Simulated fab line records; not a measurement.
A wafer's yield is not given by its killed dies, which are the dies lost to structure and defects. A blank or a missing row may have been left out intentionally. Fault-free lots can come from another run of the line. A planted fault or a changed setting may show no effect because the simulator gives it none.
A struck lot beside a sound one | flow n5-finfet | 34 out of 1938 route steps
Sound: the wafers L631.1, L631.2, L631.6. Struck: wafer L643.5 (left out: L643.6, a lot-mate that was not struck); the cause follows at the end.
At each step with rows: each side's tool, then ch and its chambers, then its first start. Under that, the readings that differ: sound wafers | struck wafers | difference of the means | sigmas: that difference in standard deviations of wafers without a fault.
alike: same words and numbers on both sides, and readings whose means sit less than 2 such deviations apart. not compared: any withheld reading, any reading some wafer has no value for, any bound like >300 that may hide the same value, and any number with overlapping values for which the record gives no deviation.
The two part at a step that has a row with sigmas, a row that says differs or no value, or rows on one side only. When numbers do not overlap yet have no deviation, they are printed without sigmas and do not part them. A reading missing from all wafers of one side parts the sides only when that side holds two or more wafers.

first, 8 steps without rows for these wafers: N5_BEOL_M8_ECD_50 (material Cu, target thk 300 nm); N5_BEOL_M8_ANNEAL_51 (time 90 s); N5_BEOL_M8_CMP_52 (polishes, stops on SiCOH lowk, t overpolish 6.9 s, target thk 80 nm); N5_BEOL_M8_PRE_CLEAN_55 (time 15 s); N5_BEOL_M8_DEP_56 (deposits SiCN from 3MS/NH3, target thk 10 nm, time 17.5 s); N5_BEOL_M9_ILD_DEP_00 (deposits SiCOH lowk from DEMS/porogen, target thk 308.51 nm, time 58 s); N5_BEOL_M9_CURE_71 (cures SiCOH lowk, time 240 s); N5_BEOL_M9_PECVD_70 (deposits SiO2 from TEOS/O2, target thk 20 nm, time 22.7 s).
N5_BEOL_M9_HM_DEP_02: deposits TiN, target thk 20 nm.
  sound on pvd-sputter-02, day 11 05:55; struck on pvd-sputter-02, day 14 10:44
  reading                                    | sound      | struck | difference | sigmas
  model.TiN_of_BEOL_M9_HM_DEP_02.thk-nm (nm) | 20 20 20.2 | 15.8   | -4.3       |
  alike: throttle-valve-pct
then, 13 steps without rows for these wafers: N5_BEOL_M9_COAT_59 (time 60 s, resist thk 100 nm); N5_BEOL_M9_COAT_60 (time 60 s, resist thk 30 nm); N5_BEOL_M9_COAT_05 (resist thk 90 nm); N5_BEOL_M9_EBR_07; N5_BEOL_M9_SOFTBAKE_06 (time 60 s); N5_BEOL_M9_EXPOSE_08 (exposes mask M9); N5_BEOL_M9_PEB_09 (peb time 60 s); N5_BEOL_M9_DEVELOP_10 (develop time 30 s); N5_BEOL_M9_DESCUM_16 (chemistry O2, time 7.9 s); N5_BEOL_M9_ETCH_61 (etches SiARC in CF4, target depth 39 nm, time 65 s); N5_BEOL_M9_ETCH_62 (etches SOC in N2/H2, target depth 110 nm, overetch 22 nm, time 165 s); N5_BEOL_M9_STRIP_68 (strips in N2/H2); N5_BEOL_M9_STRIP_67 (strips in CF4).
N5_BEOL_M9_HM_OPEN_17: chemistry Cl2/BCl3, target TiN, target depth 20 nm, overetch 6 nm.
  sound on rie-metal-02 ch 0,1, day 11 06:47; struck on rie-metal-03 ch 0, day 14 11:46
  reading                     | sound             | struck | difference | sigmas
  drypump-motor-current-A (A) | 5.80 5.45 5.48    | 6.28   | +0.70      | +3
  model.etch.depth-nm (nm)    | 20.03 19.95 20.17 | 15.74  | -4.31      |
  alike: oes-product-au, rf-fwd-power-W, throttle-valve-pct
  not compared: rf-hours-counter-h
then, 10 steps without rows for these wafers: N5_BEOL_M9_STRIP_19 (strips in O2); N5_BEOL_M9_COAT_63 (time 60 s, resist thk 60 nm); N5_BEOL_M9_COAT_64 (time 60 s, resist thk 12 nm); N5_BEOL_M9_COAT_75 (time 60 s, resist thk 5 nm); N5_BEOL_M9_COAT_22 (resist thk 30 nm); N5_BEOL_M9_EBR_24; N5_BEOL_M9_SOFTBAKE_23 (time 60 s); N5_BEOL_M9_EXPOSE_25 (exposes mask V8); N5_BEOL_M9_PEB_26 (peb time 60 s); N5_BEOL_M9_DEVELOP_27 (develop time 30 s).
N5_BEOL_M9_TRENCH_ETCH_37: etches SiCOH lowk in C4F6/O2, target depth 151.43 nm, time 49 s.
  sound: rie-diel-04 ch 1,2; struck: rie-diel-01 ch 0
  reading                                    | sound       | struck | difference | sigmas
  drypump-motor-current-A (A)                | 6.6 5.7 6.5 | 4.8    | -1.5       | -3
  rf-vpp-V (V)                               | 682 701 683 | 652    | -37        | -3
  model.TiN_of_BEOL_M9_HM_DEP_02.thk-nm (nm) | 16 15.8 16  | 11.6   | -4.3       |
  alike: oes-product-au, rf-fwd-power-W, showerhead-plenum-p-Torr, throttle-valve-pct
  not compared: rf-hours-counter-h

## WHERE THEY PART
At N5_BEOL_M9_HM_OPEN_17 first; at N5_BEOL_M9_TRENCH_ETCH_37 last (within this record only).

WHY: what had been put in by the simulator
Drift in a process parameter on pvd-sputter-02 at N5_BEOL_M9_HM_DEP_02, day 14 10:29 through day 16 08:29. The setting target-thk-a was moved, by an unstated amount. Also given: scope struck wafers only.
